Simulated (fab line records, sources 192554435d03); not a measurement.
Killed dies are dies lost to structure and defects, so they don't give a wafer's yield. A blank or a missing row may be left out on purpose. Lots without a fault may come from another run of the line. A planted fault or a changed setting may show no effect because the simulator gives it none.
fab line records | flow n5_finfet
record lots=8 wafers=24 last_day=19
route steps=1938 shown PMOS_HMC_CHANNEL_EPI@57 FIN_SAQP@96
lots that met no fault: from a run of the same line without faults
start_h: hours from the record's first day to the start of the lot's first wafer shown | wait_h: hours since the lot's step before | " the same as in the row above | L1.1+2: a row that stands for several wafers | - no value, or no start given | * or withheld: withheld | < > ~ a bound
route shown NAME@n: a module of which the file shows steps, and the number in the route of the first | usual: mean/standard deviation of fault-free wafers | same: alike in all rows | chamber/n: place in a boat | sites: the reading at each site | _std_site: their standard deviation | _edge_site: outer sites' mean less inner sites' | radius_mm: how far each site lies from the wafer's centre | mask NAME#n: copy n | behind: the tool/chamber that last shaped the wafer | hold: why the lot was held/for how many hours/how that ended | device: the transistor (n, p or np) that didn't switch | end of line: the same wafers' tests at the end of the route | a step without rows: its recipe alone | killed: dies lost to structure and defects at the first sort, not the wafer's yield | map: a wafer's dies, x killed, . not, _ none there
set.NAME: the setting as run; set.NAME@STEP: as run at that earlier step | model.NAME: the simulator's own value behind a step, which no gauge read
steps of the route over a sample of lots; a table a step, a row a wafer
services: from which hour (start_h, from the record's first day; less than 0 if before it) a tool's chamber was out of use, for how many hours, and why
## steps
# step N5_PMOS_HMC_CHANNEL_EPI_HM_DEP_34
# recipe material=SiO2 target_thk_a=360 temp_c=400 precursor=TEOS/O2 pressure_torr=6.5 rf_w=900 teos_flow_sccm=161.4 gas=O2 flow_sccm=2650 time_s=6.9
# usual heater_power_w=544/93 rf_fwd_power_W=887/5.9 showerhead_plenum_p_Torr=8.34/0.035 susceptor_temp_C=400.01/0.21 throttle_valve_pct=18.4/0.86
# columns lot.wafer tool chamber start_h wait_h heater_power_w rf_fwd_power_W showerhead_plenum_p_Torr since_wet_clean_h susceptor_temp_C throttle_valve_pct
L562.1 pecvd-01 1 43.27 0.0 547 893 8.35 1472 400.07 18.9
L562.2 " 2 " " 387 890 8.39 2197 400.09 17.8
L562.3 " 2 " " 396 889 8.40 - 399.93 18.0
L568.1 pecvd-02 1 76.78 0.0 696 896 8.35 1868 400.13 18.2
L568.4 " 1 " " 688 896 8.38 - 399.65 18.2
L568.6 " 2 " " 671 888 8.31 - 399.70 17.1
L569.2 pecvd-04 2 82.74 0.0 527 888 8.37 214 399.95 18.1
L569.3 " 1 " " 488 879 8.39 1693 399.98 19.4
L569.6 " 0 " " 397 884 8.31 - 399.78 18.7
L572.2 pecvd-02 1 100.64 0.0 619 893 8.35 1892 399.93 18.3
L572.5 " 2 " " 629 883 8.31 - 400.05 16.9
L572.6 " 1 " " 628 892 8.35 - 400.14 18.1
L575.3 pecvd-01 1 119.71 0.0 453 897 8.36 - 400.39 19.3
L575.4 " 0 " " 589 891 8.32 - 399.59 17.6
L575.6 " 0 " " 588 893 8.31 - 399.84 17.3
L578.1 pecvd-01 1 137.05 0.0 528 891 8.37 1566 400.04 19.2
L578.2 " 0 " " 605 886 8.34 841 399.53 17.6
L578.3 " 0 " " 586 892 8.34 - 400.11 17.4
L579.1 pecvd-02 1 142.67 0.0 686 892 8.33 1934 399.80 18.1
L579.4 " 2 " " 622 891 8.30 - 400.19 17.3
L579.5 " 0 " " 597 893 8.33 - 399.90 19.9
L581.1 pecvd-01 0 154.91 0.0 565 896 8.30 859 399.95 17.6
L581.5 " 1 " " 419 899 8.34 - 399.86 19.1
L581.6 " 0 " " 568 890 8.35 - 400.23 17.8
# step N5_PMOS_HMC_CHANNEL_EPI_DESCUM_14
# recipe chemistry=O2 time_s=7.9 source_power_w=50 bias_power_w=20 pressure_mtorr=20 rf_frequency_hz=2.712e+07 temp_c=40 resist=CAR-ArF-block o2_flow_sccm=225
# usual chamber_pressure_mTorr=20.002/0.019 drypump_motor_current_A=5.6/0.33 oes_product_au=0.77/0.066 rf_fwd_power_W=49.40/0.28 rf_vpp_V=243.0/1.3 showerhead_plenum_p_Torr=2.09/0.069 throttle_valve_pct=20.65/0.22
# columns lot.wafer tool chamber start_h wait_h chamber_pressure_mTorr drypump_motor_current_A oes_product_au rf_fwd_power_W rf_hours_counter_h rf_vpp_V showerhead_plenum_p_Torr throttle_valve_pct
L562.1 rie_diel-02 3 43.78 0.0 20.001 5.0 0.70 49.43 234 240.8 2.00 21.00
L562.2 " 0 " " 19.988 5.8 0.95 49.78 12 242.0 2.07 20.02
L562.3 " 1 " " 20.005 5.6 0.77 49.55 144 245.0 2.19 20.66
L568.1 rie_diel-03 1 77.41 0.2 19.997 5.9 0.71 49.03 225 241.9 1.97 20.78
L568.4 " 0 " " 19.989 5.5 0.77 49.79 148 243.6 2.11 20.55
L568.6 " 3 " " 20.009 5.5 0.77 49.48 - 244.8 2.11 20.88
L569.2 rie_diel-03 2 83.24 0.0 19.987 5.3 0.78 48.90 113 242.1 2.11 20.74
L569.3 " 3 " " 20.012 5.5 0.76 49.59 166 242.1 2.11 20.90
L569.6 " 1 " " 19.997 5.9 0.71 49.10 - 242.3 1.97 20.78
L572.2 rie_diel-03 3 101.02 0.0 19.987 5.5 0.76 49.25 172 244.7 2.11 20.90
L572.5 " 1 " " 19.982 5.9 0.71 48.95 - 241.1 1.97 20.78
L572.6 " 2 " " 20.018 5.3 0.79 48.68 - 244.9 2.10 20.72
L575.3 rie_diel-03 3 120.21 0.0 19.982 5.5 0.75 49.86 178 244.7 2.10 20.93
L575.4 " 0 " " 19.986 5.4 0.76 49.33 160 243.5 2.11 20.56
L575.6 " 0 " " 20.004 5.4 0.76 49.35 - 242.9 2.11 20.58
L578.1 rie_diel-03 2 137.44 0.0 19.998 5.3 0.77 49.20 131 242.8 2.10 20.75
L578.2 " 3 " " 19.992 5.5 0.75 49.44 183 244.4 2.10 20.90
L578.3 " 1 " " 20.021 5.9 0.70 49.48 243 241.2 1.97 20.80
L579.1 rie_diel-02 2 143.04 0.0 20.020 5.6 0.72 49.51 185 243.7 2.06 20.59
L579.4 " 3 " " 20.013 5.0 0.99 49.02 8 244.9 2.25 20.59
L579.5 " 2 " " 20.005 5.6 0.73 49.58 - 242.6 2.05 20.60
L581.1 rie_diel-03 0 155.40 0.0 19.981 5.4 0.75 49.48 171 241.4 2.10 20.60
L581.5 " 2 " " 20.012 5.3 0.77 49.05 - 242.4 2.10 20.77
L581.6 " 1 " " 20.004 5.9 0.69 49.32 - 242.0 1.96 20.81
# step N5_FIN_SAQP_HM_DEP_03
# recipe material=SiNx target_thk_a=380 temp_c=400 precursor=SiH4/NH3/N2 pressure_torr=1.5 rf_w=300 time_s=33.6
# usual heater_power_w=711/65 rf_fwd_power_W=297.6/1.3 showerhead_plenum_p_Torr=5.16/0.053 susceptor_temp_C=399.96/0.21 throttle_valve_pct=40.0/1.5
# columns lot.wafer tool chamber start_h wait_h heater_power_w rf_fwd_power_W showerhead_plenum_p_Torr since_wet_clean_h susceptor_temp_C throttle_valve_pct
L562.1 pecvd-01 1 47.84 0.2 740 298.8 5.13 1477 399.93 40.8
L562.2 " 2 " " 634 298.9 5.22 2202 400.23 38.7
L562.3 " 2 " " 648 298.7 5.21 - 399.98 38.8
L568.1 pecvd-01 1 80.79 0.2 728 299.4 5.14 1510 400.11 41.1
L568.4 " 2 " " 704 297.6 5.23 - 399.78 38.8
L568.6 " 2 " " 670 298.3 5.22 - 400.09 38.7
L569.2 pecvd-01 1 86.89 0.2 711 298.6 5.13 1516 400.30 40.6
L569.3 " 2 " " 631 298.0 5.22 - 399.84 38.9
L569.6 " 2 " " 652 296.4 5.20 - 400.00 38.8
L572.2 pecvd-03 1 105.78 0.2 694 297.1 5.20 1353 400.11 39.4
L572.5 " 0 " " 795 297.4 5.19 - 400.01 42.4
L572.6 " 1 " " 728 296.9 5.18 - 400.00 39.6
L575.3 pecvd-03 0 124.24 0.1 890 297.1 5.19 647 399.68 42.9
L575.4 " 2 " " 708 297.5 5.17 - 399.99 39.8
L575.6 " 1 " " 732 298.4 5.18 - 400.23 39.5
L578.1 pecvd-03 2 141.51 0.2 703 297.2 5.17 2114 399.89 39.9
L578.2 " 1 " " 697 297.0 5.17 1389 399.89 39.8
L578.3 " 0 " " 737 298.4 5.20 664 399.82 42.9
L579.1 pecvd-03 2 146.83 0.2 686 296.3 5.16 2119 400.04 40.0
L579.4 " 0 " " 867 298.9 5.19 - 399.59 42.6
L579.5 " 2 " " 710 296.0 5.16 - 399.92 40.0
L581.1 pecvd-03 0 159.40 0.2 870 300.2 5.20 682 400.07 43.0
L581.5 " 1 " " 630 298.2 5.20 - 399.83 39.5
L581.6 " 2 " " 740 297.0 5.18 - 399.71 39.6
# step N5_FIN_SAQP_THK_MEAS_05
# usual thk_nm=38.2/0.52
# columns lot.wafer tool chamber start_h wait_h thk_nm
L562.1 film_metro-01 - 47.95 0.1 37.9
L562.2 " - " " 38.6
L562.3 " - " " 38.6
L568.1 film_metro-02 - 80.91 0.1 38.3
L568.4 " - " " 38.5
L568.6 " - " " 39.2
L569.2 film_metro-01 - 87.01 0.1 37.4
L569.3 " - " " 31.9
L569.6 " - " " 37.9
L572.2 film_metro-01 - 105.89 0.1 38.6
L572.5 " - " " 38.3
L572.6 " - " " 38.6
L575.3 film_metro-01 - 124.33 0.1 37.5
L575.4 " - " " 38.3
L575.6 " - " " 38.5
L578.1 film_metro-02 - 141.59 0.1 37.8
L578.2 " - " " 38.3
L578.3 " - " " 37.9
L579.1 film_metro-02 - 146.91 0.1 38.1
L579.4 " - " " 38.7
L579.5 " - " " 38.6
L581.1 film_metro-02 - 159.48 0.1 37.9
L581.5 " - " " 39.6
L581.6 " - " " 38.6
# step N5_FIN_SAQP_PECVD_06
# recipe material=a-Si target_thk_a=600 temp_c=400 precursor=SiH4/He pressure_torr=3 rf_w=100 time_s=48.1
# usual heater_power_w=780/66 rf_fwd_power_W=99.2/0.42 showerhead_plenum_p_Torr=5.68/0.041 susceptor_temp_C=400.00/0.23 throttle_valve_pct=18.2/0.66
# columns lot.wafer tool chamber start_h wait_h heater_power_w rf_fwd_power_W showerhead_plenum_p_Torr since_wet_clean_h susceptor_temp_C throttle_valve_pct
L562.1 pecvd-04 0 48.07 0.0 767 98.4 5.57 933 399.89 18.5
L562.2 " 1 " " 843 99.0 5.73 1658 400.03 18.8
L562.3 " 2 " " 840 99.3 5.70 179 399.70 17.4
L568.1 pecvd-03 0 81.07 0.0 906 99.6 5.69 604 399.95 19.2
L568.4 " 1 " " 832 98.5 5.70 - 400.17 18.2
L568.6 " 1 " " 821 98.9 5.71 - 400.03 18.0
L569.2 pecvd-04 0 87.12 0.0 708 98.6 5.60 972 400.10 18.4
L569.3 " 1 " " 839 98.6 5.73 1697 399.63 19.1
L569.6 " 1 " " 831 99.2 5.71 - 399.52 19.0
L572.2 pecvd-01 1 106.05 0.0 840 99.0 5.65 1535 400.07 19.0
L572.5 " 1 " " 700 99.3 5.66 - 400.10 18.6
L572.6 " 2 " " 746 99.1 5.73 - 399.75 17.7
L575.3 pecvd-01 1 124.51 0.0 725 100.0 5.65 - 400.21 18.6
L575.4 " 0 " " 818 98.9 5.66 - 399.95 17.2
L575.6 " 1 " " 719 99.8 5.66 - 399.89 18.7
L578.1 pecvd-01 2 141.71 0.0 727 99.5 5.71 4 400.22 16.3
L578.2 " 1 " " 843 99.5 5.66 1571 400.34 18.8
L578.3 " 0 " " 754 99.8 5.66 846 400.20 17.2
L579.1 pecvd-04 2 147.03 0.0 751 99.5 5.69 278 399.77 17.9
L579.4 " 1 " " 840 98.9 5.71 - 400.20 18.8
L579.5 " 2 " " 744 99.2 5.69 - 399.91 17.8
L581.1 pecvd-01 0 159.60 0.0 813 100.1 5.65 863 399.98 16.9
L581.5 " 0 " " 802 99.9 5.66 - 400.19 17.3
L581.6 " 1 " " 763 99.3 5.66 - 400.14 18.6
# step N5_FIN_SAQP_HM_OPEN_33
# recipe chemistry=CH3F/O2 target=SiNx mask_material=SiO2 target_depth_a=494 time_s=70.6 pressure_mtorr=30 source_w=395 bias_w=73 Ar_flow_sccm=150 CH3F_flow_sccm=30 O2_flow_sccm=20 ion_energy_ev=120 ends=cleared
# usual chamber_pressure_mTorr=30.00/0.031 drypump_motor_current_A=5.70/0.27 etch_rf_on_time_s=69.9/1.6 oes_product_au=0.68/0.085 rf_fwd_power_W=390.3/2.2 rf_vpp_V=298/5.8 showerhead_plenum_p_Torr=2.03/0.069 throttle_valve_pct=16.32/0.25
# columns lot.wafer tool chamber start_h wait_h chamber_pressure_mTorr drypump_motor_current_A etch_rf_on_time_s oes_product_au rf_fwd_power_W rf_hours_counter_h rf_vpp_V showerhead_plenum_p_Torr throttle_valve_pct
L562.1 rie_diel-05 3 52.41 0.0 30.00 5.95 70.1 0.61 393.3 204 291 2.00 16.58
L562.2 " 2 " " 30.02 6.14 69.4 0.78 390.2 22 294 2.04 16.35
L562.3 " 0 " " 29.99 5.58 70.1 0.71 389.8 66 298 2.02 15.94
L568.1 rie_diel-04 0 86.33 0.0 30.00 5.47 70.1 0.60 390.7 198 302 1.99 16.30
L568.4 " 2 " " 30.03 5.47 70.2 0.61 394.2 187 294 1.91 16.76
L568.6 " 0 " " 29.98 5.49 72.7 0.59 389.3 - 301 1.99 16.31
L569.2 rie_diel-04 3 95.30 0.1 29.92 6.03 66.3 0.80 389.9 14 310 2.14 16.24
L569.3 " 1 " " 29.96 6.05 60.4 0.57 390.4 234 298 2.04 16.62
L569.6 " 3 " " 30.06 6.03 67.6 0.80 389.8 - 310 2.14 16.24
L572.2 rie_diel-06 3 113.05 0.0 29.99 5.26 69.4 0.60 386.5 230 292 2.07 16.28
L572.5 " 1 " " 30.00 5.60 68.8 0.75 387.2 - 303 1.96 16.07
L572.6 " 2 " " 30.00 5.74 69.5 0.79 386.7 - 310 2.15 15.96
L575.3 rie_diel-05 3 129.91 0.1 30.02 5.95 70.8 0.58 391.0 235 290 1.99 16.65
L575.4 " 2 " " 30.02 6.15 70.7 0.73 389.4 - 293 2.03 16.43
L575.6 " 0 " " 30.03 5.59 71.1 0.68 390.3 - 296 2.01 15.99
L578.1 rie_diel-05 2 146.29 0.0 30.03 6.13 68.1 0.74 391.1 60 294 2.02 16.43
L578.2 " 3 " " 30.01 5.89 70.9 0.58 392.1 242 291 1.99 16.65
L578.3 " 0 " " 30.00 5.55 68.3 0.68 389.9 103 297 2.01 16.00
L579.1 rie_diel-06 2 151.79 0.0 29.99 5.73 68.4 0.77 386.8 30 308 2.14 15.99
L579.4 " 0 " " 29.96 5.59 69.9 0.74 391.6 43 298 2.12 16.29
L579.5 " 0 " " 30.07 5.58 70.1 0.74 393.3 - 297 2.12 16.31
L581.1 rie_diel-06 3 164.50 0.0 30.00 5.25 67.9 0.59 385.8 247 293 2.06 16.31
L581.5 " 1 " " 29.97 5.59 70.9 0.72 389.5 - 303 1.96 16.13
L581.6 " 0 " " 30.00 5.61 69.3 0.74 392.8 - 296 2.12 16.31
## services
# columns tool chamber start_h hours kind
rie_diel-05 1 25.53 12.9 repair
pecvd-02 0 29.58 9.6 repair
pecvd-03 0 30.39 5.3 repair
rie_diel-05 2 33.92 5.1 repair
rie_diel-05 3 34.05 15.0 repair
rie_diel-03 3 40.81 3.0 repair
rie_diel-04 1 43.45 2.5 repair
rie_diel-04 - 48.49 0.8 repair
pecvd-04 0 49.43 5.7 repair
rie_diel-05 1 51.58 5.4 repair
pecvd-03 2 53.43 59.9 repair
pecvd-04 - 66.74 2.8 pm
rie_diel-03 2 73.79 3.4 repair
rie_diel-05 3 87.35 1.4 repair
rie_diel-02 2 88.89 6.0 repair
pecvd-02 0 95.08 30.5 repair
rie_diel-03 0 96.09 2.1 repair
pecvd-01 2 108.94 - clean
pecvd-01 2 108.94 - consumable_replace:showerhead
pecvd-01 2 108.94 29.0 scheduled_down
pecvd-01 2 108.94 29.0 vent_cycle
pecvd-01 0 113.98 2.1 scheduled_down
rie_diel-04 0 120.85 5.2 repair
rie_diel-03 1 123.37 2.8 repair
## key
first_sign step=N5_FIN_SAQP_THK_MEAS_05 reading=thk_nm direction=down sigmas=12 usual=* struck=*
effect step=N5_FIN_SAQP_HM_OPEN_33 reading=etch_rf_on_time_s direction=down sigmas=5.9 usual=* struck=*
met_at N5_FIN_SAQP_HM_DEP_03
struck_lots L569
struck_wafers L569.3
tester_left_out L569
not_acting_at N5_PMOS_HMC_CHANNEL_EPI_HM_DEP_34,N5_PMOS_HMC_CHANNEL_EPI_DESCUM_14,N5_FIN_SAQP_PECVD_06
onset_between 80.79 86.89
fault kind=process_parameter_drift tool=pecvd-01 chamber=- onset_h=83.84 steps=N5_FIN_SAQP_HM_DEP_03 channel=target_thk_a offset=* shape=step end_h=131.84 scope=struck_wafers_only acts_in=* stated=*
# tester_left_out: of these lots the tester's yield and bins aren't shown, on N5 and GAA mostly nor the transistor test; their killed dies are dies lost to structure and defects alone, not to doping, threshold or leakage, so they don't give the yield
